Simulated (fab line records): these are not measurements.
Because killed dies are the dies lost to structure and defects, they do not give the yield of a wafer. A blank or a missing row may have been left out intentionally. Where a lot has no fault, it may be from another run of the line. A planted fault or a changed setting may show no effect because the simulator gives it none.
Which tool did it?	flow nand harc	69 wafers from 23 lots sampled at 6 of the route's 1159 steps

== WHAT THE GAUGES READ, wafer by wafer ==
Not one reading of a measure or inspect step in the record can be checked against a usual standard deviation.

== WHAT TOOL EACH LOT RAN ON (gives the tool, then ch and the chambers of the sampled wafers, and finally the start) ==
lot	NHARC_A_CONTACT_DESCUM_47	NHARC_A_CONTACT_ETCH_121	NHARC_A_CONTACT_ETCH_122	NHARC_A_CONTACT_ETCH_75	NHARC_A_CONTACT_ETCH_78	NHARC_A_CONTACT_ETCH_91
L076	rie diel-13 ch 0,2,3, day 16 11:16	har cap etch-03 ch 0,1, day 16 14:12	har cap etch-03 ch 0,1, day 16 14:19	rie diel-13 ch 1,3, day 16 19:16	rie diel-13 ch 0,1,3, day 16 22:11 or earlier	rie diel-11 ch 0,2,3, day 16 22:11
L074	rie diel-07 ch 0,2, day 16 12:46	har cap etch-02 ch 0, day 16 16:07	har cap etch-02 ch 0, day 16 16:14	rie diel-13 ch 1,2,3, day 16 21:07	rie diel-13 ch 1,2, day 17 00:04 or earlier	rie diel-13 ch 0,2, day 17 00:04
L075	rie diel-11 ch 0,3, day 16 16:13	har cap etch-03 ch 0,1, day 16 20:17	har cap etch-03 ch 0,1, day 16 20:22	rie diel-07 ch 0,1,2, day 17 01:42	rie diel-07 ch 1,2, day 17 04:50 or earlier	rie diel-11 ch 0,3, day 17 04:50
L078	rie diel-13 ch 0,1,2, day 17 01:36	har cap etch-03 ch 0, day 17 04:01	har cap etch-03 ch 0, day 17 04:07	rie diel-07 ch 0,1, day 17 08:48	rie diel-07 ch 0,2, day 17 11:57 or earlier	rie diel-11 ch 0,1,2, day 17 11:57
L079	rie diel-11 ch 0,2,3, day 17 04:41	har cap etch-02 ch 0,1, day 17 07:04	har cap etch-02 ch 0,1, day 17 07:09	rie diel-07 ch 0,2, day 17 13:04	rie diel-07 ch 0,2, day 17 16:20 or earlier	rie diel-13 ch 0,1,3, day 17 16:20
L077	rie diel-07 ch 0,1,2, day 17 05:47	har cap etch-03 ch 0,1, day 17 08:43	har cap etch-03 ch 0,1, day 17 08:48	rie diel-13 ch 2,3, day 17 14:44	rie diel-13 ch 0,1,2, day 17 17:40 or earlier	rie diel-13 ch 2,3, day 17 17:40
L080	rie diel-13 ch 0,1, day 18 09:17	har cap etch-03 ch 0,1, day 18 11:34	har cap etch-03 ch 0,1, day 18 11:39	rie diel-13 ch 1,3, day 18 16:21	rie diel-13 ch 1,3, day 18 19:19 or earlier	rie diel-11 ch 0,2,3, day 18 19:19
L082	rie diel-13 ch 0,2,3, day 18 10:40	har cap etch-02 ch 0,1, day 18 13:02	har cap etch-02 ch 0,1, day 18 13:07	rie diel-07 ch 0,1, day 18 19:02	rie diel-07 ch 0,3, day 18 22:13 or earlier	rie diel-07 ch 0,1, day 18 22:13
L084	rie diel-13 ch 0,1,2, day 18 18:39	har cap etch-03 ch 0,1, day 18 20:55	har cap etch-03 ch 0,1, day 18 21:01	rie diel-13 ch 0,1, day 19 02:11	rie diel-13 ch 1,2, day 19 05:28 or earlier	rie diel-11 ch 0,1,3, day 19 05:28
L083	rie diel-13 ch 0,1,2, day 18 20:19	har cap etch-01 ch 0,1, day 18 22:38	har cap etch-01 ch 0,1, day 18 22:43	rie diel-13 ch 0,1,3, day 19 03:41	rie diel-13 ch 0,2,3, day 19 06:37 or earlier	rie diel-11 ch 0,1, day 19 06:37
L081	rie diel-07 ch 0,1, day 18 22:25	har cap etch-03 ch 0,1, day 19 00:50	har cap etch-03 ch 0,1, day 19 00:56	rie diel-13 ch 1,2,3, day 19 05:28	rie diel-13 ch 2,3, day 19 08:24 or earlier	rie diel-11 ch 1,2,3, day 19 08:24
L087	rie diel-11 ch 0,1, day 19 09:27	har cap etch-03 ch 1, day 19 11:43	har cap etch-03 ch 1, day 19 11:49	rie diel-11 ch 1,3, day 19 16:28	rie diel-11 ch 0,3, day 19 20:02 or earlier	rie diel-11 ch 0,1,2, day 19 20:02
L086	rie diel-11 ch 0,2,3, day 19 14:24	har cap etch-02 ch 0,1, day 19 16:50	har cap etch-02 ch 0,1, day 19 16:55	rie diel-07 ch 0,1, day 20 00:10	rie diel-07 ch 0,1,3, day 20 03:23 or earlier	rie diel-07 ch 0,3, day 20 03:23
L089	rie diel-07 ch 1,3, day 19 20:03	har cap etch-01 ch 0,1, day 19 22:47	har cap etch-01 ch 0,1, day 19 22:53	rie diel-07 ch 0,1, day 20 03:52	rie diel-07 ch 0,3, day 20 07:44 or earlier	rie diel-13 ch 2,3, day 20 07:44
L088	rie diel-11 ch 0,1,2, day 19 20:26	har cap etch-02 ch 0,1, day 19 22:42	har cap etch-02 ch 0,1, day 19 22:47	rie diel-07 ch 1,3, day 20 04:20	rie diel-07 ch 0,1,3, day 20 08:26 or earlier	rie diel-11 ch 0,1, day 20 08:26
L090	rie diel-13 ch 0,2,3, day 20 12:34	har cap etch-03 ch 1, day 20 15:13	har cap etch-03 ch 1, day 20 15:19	rie diel-13 ch 0,1,2, day 20 21:01	rie diel-13 ch 0,2, day 21 00:08 or earlier	rie diel-07 ch 1,3, day 21 00:08
L091	rie diel-13 ch 0,2,3, day 20 14:38	har cap etch-02 ch 0,1, day 20 16:56	har cap etch-02 ch 0,1, day 20 17:02	rie diel-13 ch 0,2, day 20 22:46	rie diel-13 ch 0,3, day 21 01:43 or earlier	rie diel-13 ch 0,3, day 21 01:43
L094	rie diel-11 ch 1,3, day 20 23:49	har cap etch-02 ch 0, day 21 02:06	har cap etch-02 ch 0, day 21 02:11	rie diel-13 ch 0,2, day 21 12:52	rie diel-13 ch 0,2, day 21 15:51 or earlier	rie diel-13 ch 0,1,3, day 21 15:51
L095	rie diel-13 ch 1,2,3, day 21 13:47	har cap etch-01 ch 0,1, day 21 16:04	har cap etch-01 ch 0,1, day 21 16:09	rie diel-11 ch 0,2,3, day 21 22:00	rie diel-11 ch 0,1,3, day 22 01:10 or earlier	rie diel-07 ch 0,1,2, day 22 01:10
L092	rie diel-07 ch 1,2,3, day 21 17:47	har cap etch-03 ch 0,1, day 21 20:13	har cap etch-03 ch 0,1, day 21 20:19	rie diel-13 ch 1,2, day 22 00:55	rie diel-13 ch 0,2, day 22 03:53 or earlier	rie diel-11 ch 0,2,3, day 22 03:53
L093	rie diel-07 ch 1,2, day 21 23:57	har cap etch-03 ch 0,1, day 22 02:16	har cap etch-03 ch 0,1, day 22 02:22	rie diel-11 ch 0,1,2, day 22 08:32	rie diel-11 ch 0,2,3, day 22 11:35 or earlier	rie diel-13 ch 1,2, day 22 11:35
L096	rie diel-07 ch 1,2,3, day 22 09:17	har cap etch-01 ch 0,1, day 22 12:04	har cap etch-01 ch 0,1, day 22 12:12	rie diel-13 ch 0,1, day 22 17:08	rie diel-13 ch 0,1,3, day 22 20:11 or earlier	rie diel-13 ch 0,1, day 22 20:11
L097	rie diel-13 ch 0,2, day 22 15:56	har cap etch-01 ch 0,1, day 22 18:13	har cap etch-01 ch 0,1, day 22 18:19	rie diel-13 ch 0,1,2, day 22 22:54	rie diel-13 ch 2,3, day 23 01:49 or earlier	rie diel-13 ch 2,3, day 23 01:49
- NHARC_A_CONTACT_DESCUM_47: chemistry O2, time 3 s.
- NHARC_A_CONTACT_ETCH_121: etches the open film in C4F8/O2/Ar, time 94 s, target depth 922 nm.
- NHARC_A_CONTACT_ETCH_122: etches the open film in C4F8/O2/Ar, time 95 s, target depth 930 nm.
- NHARC_A_CONTACT_ETCH_75: etches the open film in CF4, target depth 39 nm, time 65 s.
- NHARC_A_CONTACT_ETCH_78: etches the open film in O2/COS, target depth 2800 nm, time 728 s.
- NHARC_A_CONTACT_ETCH_91: etches the open film in CH3F/O2, target depth 40 nm, time 85.7 s.

== WHAT THE TOOLS THEMSELVES READ (means of the sampled wafers that have a number; where no wafer has one, the mark that the record gives instead) ==
NHARC_A_CONTACT_DESCUM_47. Usual: drypump motor current A 5.8 A, standard deviation 0.54; oes product au 1.005 a.u., standard deviation 0.014; rf vpp V 57.8 V, standard deviation 0.82; showerhead plenum p Torr 1.93 Torr, standard deviation 0.078; throttle valve pct 11.311 %, standard deviation 0.0094.
lot	tool	drypump motor current A (A)	oes product au (a.u.)	rf vpp V (V)	showerhead plenum p Torr (Torr)	throttle valve pct (%)	flag
L076	rie diel-13	5.9	1.004	57.5	1.90	11.314	
L074	rie diel-07	6.4	1.002	57.7	1.89	11.314	
L075	rie diel-11	6.1	1.015	58.8	1.94	11.314	
L078	rie diel-13	5.6	1.013	57.9	1.89	11.309	
L079	rie diel-11	6.0	1.016	57.8	1.98	11.309	
L077	rie diel-07	5.8	1.005	58.1	1.89	11.312	
L080	rie diel-13	5.4	0.997	58.6	1.92	11.302	
L082	rie diel-13	5.9	1.014	57.1	1.90	11.307	
L084	rie diel-13	5.6	1.002	57.4	1.89	11.304	
L083	rie diel-13	5.6	1.019	57.3	1.89	11.316	
L081	rie diel-07	6.0	1.009	57.0	1.83	11.313	
L087	rie diel-11	5.7	0.999	58.1	1.94	11.315	
L086	rie diel-11	6.0	1.004	58.5	1.98	11.318	
L089	rie diel-07	5.0	0.989	57.4	1.91	11.314	
L088	rie diel-11	5.6	1.005	58.0	1.99	11.310	
L090	rie diel-13	6.0	1.007	57.7	1.90	11.310	
L091	rie diel-13	5.9	1.010	57.7	1.90	11.311	
L094	rie diel-11	6.2	0.994	57.4	1.95	11.319	
L095	rie diel-13	5.8	1.016	57.7	1.91	11.303	
L092	rie diel-07	5.5	0.998	58.5	1.95	11.321	
L093	rie diel-07	5.5	0.990	57.3	1.94	11.311	
L096	rie diel-07	5.4	1.007	58.0	1.95	11.312	
L097	rie diel-13	5.8	0.992	58.1	1.88	11.315	

NHARC_A_CONTACT_ETCH_75. Usual: drypump motor current A 5.8 A, standard deviation 0.55; oes product au 1.007 a.u., standard deviation 0.013; rf vpp V 151.3 V, standard deviation 1.2; showerhead plenum p Torr 1.77 Torr, standard deviation 0.064; throttle valve pct 13.285 %, standard deviation 0.008.
lot	tool	drypump motor current A (A)	oes product au (a.u.)	rf vpp V (V)	showerhead plenum p Torr (Torr)	throttle valve pct (%)	flag
L076	rie diel-13	5.5	1.001	151.4	1.81	13.289	
L074	rie diel-13	5.8	1.013	151.5	1.77	13.291	
L075	rie diel-07	5.8	1.006	151.1	1.75	13.290	
L078	rie diel-07	6.0	1.013	150.5	1.70	13.285	
L079	rie diel-07	6.2	1.012	150.3	1.79	13.283	
L077	rie diel-13	6.1	1.011	151.4	1.78	13.283	
L080	rie diel-13	5.5	1.017	151.4	1.80	13.286	
L082	rie diel-07	6.1	1.001	149.7	1.70	13.282	
L084	rie diel-13	5.3	1.014	151.5	1.78	13.288	
L083	rie diel-13	5.7	1.007	152.3	1.80	13.282	
L081	rie diel-13	5.8	1.017	151.9	1.77	13.289	
L087	rie diel-11	6.2	1.000	151.3	1.81	13.284	
L086	rie diel-07	6.0	0.998	150.9	1.70	13.298	
L089	rie diel-07	6.0	1.004	150.2	1.70	13.290	
L088	rie diel-07	5.0	0.993	151.8	1.76	13.290	
L090	rie diel-13	5.6	1.006	150.4	1.74	13.284	
L091	rie diel-13	5.9	1.006	150.7	1.71	13.283	
L094	rie diel-13	5.9	1.009	150.8	1.71	13.291	
L095	rie diel-11	6.0	1.017	151.6	1.82	13.280	
L092	rie diel-13	5.7	1.016	150.2	1.72	13.275	
L093	rie diel-11	5.6	1.001	152.5	1.83	13.283	
L096	rie diel-13	5.4	0.998	151.6	1.77	13.288	
L097	rie diel-13	5.6	1.002	150.5	1.74	13.292	

NHARC_A_CONTACT_ETCH_78. Usual: drypump motor current A 5.8 A, standard deviation 0.54; oes product au 1.006 a.u., standard deviation 0.012; rf vpp V 314.2 V, standard deviation 1.8; showerhead plenum p Torr 3.12 Torr, standard deviation 0.11; throttle valve pct 28.329 %, standard deviation 0.0099.
lot	tool	drypump motor current A (A)	oes product au (a.u.)	rf vpp V (V)	showerhead plenum p Torr (Torr)	throttle valve pct (%)	flag
L076	rie diel-13	5.7	1.015	314.0	3.17	28.320	
L074	rie diel-13	5.8	1.019	312.7	3.04	28.329	
L075	rie diel-07	5.2	1.013	314.1	3.10	28.325	
L078	rie diel-07	6.2	1.006	315.0	3.16	28.334	
L079	rie diel-07	6.2	1.005	314.5	3.16	28.328	
L077	rie diel-13	5.6	1.005	313.8	3.09	28.334	
L080	rie diel-13	5.9	1.006	315.3	3.21	28.333	
L082	rie diel-07	6.4	1.017	313.6	3.10	28.332	
L084	rie diel-13	5.5	1.018	313.7	3.10	28.336	
L083	rie diel-13	5.9	1.003	313.9	3.10	28.333	
L081	rie diel-13	6.1	1.015	312.6	3.05	28.327	
L087	rie diel-11	6.1	1.007	315.5	3.14	28.323	
L086	rie diel-07	5.7	1.005	313.7	3.10	28.323	
L089	rie diel-07	5.9	1.007	315.2	3.20	28.329	
L088	rie diel-07	5.7	1.008	314.4	3.10	28.320	
L090	rie diel-13	5.7	0.999	313.8	3.06	28.328	
L091	rie diel-13	6.0	1.007	314.8	3.18	28.316	
L094	rie diel-13	5.9	1.009	312.2	3.01	28.327	
L095	rie diel-11	6.0	0.991	314.8	3.17	28.336	
L092	rie diel-13	5.7	0.998	313.5	3.06	28.324	
L093	rie diel-11	6.0	1.008	316.0	3.21	28.323	
L096	rie diel-13	5.7	1.003	314.8	3.16	28.330	
L097	rie diel-13	6.1	1.017	313.4	3.13	28.339	

NHARC_A_CONTACT_ETCH_91. Usual: drypump motor current A 5.8 A, standard deviation 0.5; oes product au 0.96 a.u., standard deviation 0.037; rf vpp V 244.9 V, standard deviation 1.6; showerhead plenum p Torr 2.49 Torr, standard deviation 0.092; throttle valve pct 20.663 %, standard deviation 0.0088.
lot	tool	drypump motor current A (A)	oes product au (a.u.)	rf vpp V (V)	showerhead plenum p Torr (Torr)	throttle valve pct (%)	flag
L076	rie diel-11	6.0	1.02	245.0	2.55	20.660	
L074	rie diel-13	5.8	0.93	244.6	2.42	20.673	
L075	rie diel-11	6.1	0.94	244.6	2.49	20.651	
L078	rie diel-11	5.6	1.00	246.6	2.56	20.675	
L079	rie diel-13	5.6	0.93	244.8	2.50	20.667	
L077	rie diel-13	6.1	0.93	244.8	2.48	20.664	
L080	rie diel-11	6.0	0.94	245.1	2.54	20.665	
L082	rie diel-07	5.4	0.92	243.2	2.36	20.663	
L084	rie diel-11	6.0	1.00	245.4	2.50	20.658	
L083	rie diel-11	5.6	0.99	244.8	2.52	20.667	
L081	rie diel-11	5.9	0.93	245.6	2.56	20.661	
L087	rie diel-11	5.6	0.93	245.8	2.55	20.666	
L086	rie diel-07	6.3	0.94	243.4	2.44	20.666	
L089	rie diel-13	6.1	1.01	244.7	2.40	20.661	
L088	rie diel-11	5.6	0.99	244.9	2.51	20.661	
L090	rie diel-07	5.0	0.99	244.8	2.44	20.661	
L091	rie diel-13	6.0	0.93	244.6	2.51	20.661	
L094	rie diel-13	5.7	0.92	245.7	2.49	20.667	
L095	rie diel-07	5.8	1.00	243.8	2.42	20.666	
L092	rie diel-11	6.0	0.94	245.9	2.53	20.657	
L093	rie diel-13	5.8	0.94	243.5	2.38	20.668	
L096	rie diel-13	5.3	0.94	244.2	2.48	20.662	
L097	rie diel-13	6.2	0.93	243.7	2.47	20.663	

== THE ANSWER, worked out from the rows above alone ==
Rule: take the mean of a lot's wafers that have a number; if it is more than 3 standard deviations from the usual mean, the lot is off. Also off: a lot with no number at a reading for which 4 or more lots have one. Any other lot the step has rows for is counted as sound. After the gauges, taken in route order, come the tools' own readings; for these a lot's mean is taken, as printed above. The first step at which some lot is off is used, and at that step the reading that is off furthest; a lot without a number counts as furthest.
No lot is off on any of the readings shown, so nothing can be concluded from this.

== WHAT THE SIMULATOR HAD INSERTED ==
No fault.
